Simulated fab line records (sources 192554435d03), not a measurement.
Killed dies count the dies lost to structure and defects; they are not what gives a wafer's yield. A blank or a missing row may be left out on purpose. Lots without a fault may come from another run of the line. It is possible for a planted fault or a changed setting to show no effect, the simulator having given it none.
Matching of chambers / flow n5Finfet / N5_BEOL_M5_PRE_CLEAN_77 on cvdCo-02: 3 sister chambers
The step time 15 s. 45 wafers are shown with their chamber, then 12 later ones without.

## WAFERS WITH THEIR CHAMBER
wafer=L074.1; chamber=2; heaterPowerW (W)=88
wafer=L074.2; chamber=1; heaterPowerW (W)=93
wafer=L074.3; chamber=0; heaterPowerW (W)=104
wafer=L074.4; chamber=2; heaterPowerW (W)=87
wafer=L074.5; chamber=0; heaterPowerW (W)=102
wafer=L074.6; chamber=1; heaterPowerW (W)=95
wafer=L075.3; chamber=1; heaterPowerW (W)=94
wafer=L075.4; chamber=2; heaterPowerW (W)=89
wafer=L075.6; chamber=1; heaterPowerW (W)=95
wafer=L077.1; chamber=2; heaterPowerW (W)=87
wafer=L077.2; chamber=0; heaterPowerW (W)=103
wafer=L077.3; chamber=1; heaterPowerW (W)=96
wafer=L077.4; chamber=1; heaterPowerW (W)=95
wafer=L077.5; chamber=0; heaterPowerW (W)=104
wafer=L077.6; chamber=2; heaterPowerW (W)=88
wafer=L076.3; chamber=1; heaterPowerW (W)=97
wafer=L076.4; chamber=0; heaterPowerW (W)=104
wafer=L076.6; chamber=2; heaterPowerW (W)=85
wafer=L078.1; chamber=2; heaterPowerW (W)=91
wafer=L078.3; chamber=1; heaterPowerW (W)=94
wafer=L078.5; chamber=1; heaterPowerW (W)=96
wafer=L079.1; chamber=2; heaterPowerW (W)=90
wafer=L079.4; chamber=0; heaterPowerW (W)=105
wafer=L079.6; chamber=2; heaterPowerW (W)=86
wafer=L081.1; chamber=0; heaterPowerW (W)=105
wafer=L081.2; chamber=2; heaterPowerW (W)=89
wafer=L081.3; chamber=1; heaterPowerW (W)=93
wafer=L080.1; chamber=0; heaterPowerW (W)=104
wafer=L080.2; chamber=2; heaterPowerW (W)=88
wafer=L080.4; chamber=2; heaterPowerW (W)=87
wafer=L082.2; chamber=0; heaterPowerW (W)=105
wafer=L082.4; chamber=2; heaterPowerW (W)=88
wafer=L082.6; chamber=0; heaterPowerW (W)=102
wafer=L084.3; chamber=1; heaterPowerW (W)=97
wafer=L084.4; chamber=1; heaterPowerW (W)=97
wafer=L084.5; chamber=0; heaterPowerW (W)=108
wafer=L085.3; chamber=0; heaterPowerW (W)=104
wafer=L085.5; chamber=0; heaterPowerW (W)=104
wafer=L085.6; chamber=1; heaterPowerW (W)=97
wafer=L086.2; chamber=0; heaterPowerW (W)=104
wafer=L086.3; chamber=1; heaterPowerW (W)=96
wafer=L086.5; chamber=0; heaterPowerW (W)=104
wafer=L089.4; chamber=2; heaterPowerW (W)=90
wafer=L089.5; chamber=0; heaterPowerW (W)=103
wafer=L089.6; chamber=1; heaterPowerW (W)=95

SIGNATURES, as means of the wafers listed above
reading=heaterPowerW; chamber 0=104.06; chamber 1=95.33; chamber 2=88.07; scatter within a chamber=1.47
Rule: a wafer's distance from a chamber is the root of the sum, over the readings, of the square of ((its reading less the chamber's mean) divided by the reading's scatter). If the next closest chamber is less than 2 further off than the closest, the wafer can't be placed; otherwise it belongs to the closest. How the scatter is found: for the shown wafers, subtract from each reading the mean of its chamber, square and add these, divide the total by (wafers less chambers), then take the root.

## WAFERS WHOSE CHAMBER IS MISSING
wafer=L091.1; heaterPowerW (W)=88
wafer=L091.2; heaterPowerW (W)=97
wafer=L091.5; heaterPowerW (W)=105
wafer=L095.1; heaterPowerW (W)=100
wafer=L095.2; heaterPowerW (W)=89
wafer=L095.3; heaterPowerW (W)=105
wafer=L095.4; heaterPowerW (W)=103
wafer=L095.5; heaterPowerW (W)=100
wafer=L095.6; heaterPowerW (W)=90
wafer=L096.2; heaterPowerW (W)=95
wafer=L096.3; heaterPowerW (W)=106
wafer=L096.4; heaterPowerW (W)=89

## WHICH CHAMBER EACH ONE RAN IN
wafer=L091.1; from the rows above=2; in truth=2
wafer=L091.2; from the rows above=1; in truth=1
wafer=L091.5; from the rows above=0; in truth=0
wafer=L095.1; from the rows above=can't be placed: 0 or 1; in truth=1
wafer=L095.2; from the rows above=2; in truth=2
wafer=L095.3; from the rows above=0; in truth=0
wafer=L095.4; from the rows above=0; in truth=0
wafer=L095.5; from the rows above=can't be placed: 0 or 1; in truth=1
wafer=L095.6; from the rows above=2; in truth=2
wafer=L096.2; from the rows above=1; in truth=1
wafer=L096.3; from the rows above=0; in truth=0
wafer=L096.4; from the rows above=2; in truth=2
Placed correctly: 10 of 12. Cannot be placed on the basis of these rows: 2; the candidates contain the true chamber in 2. Wrongly placed: 0.
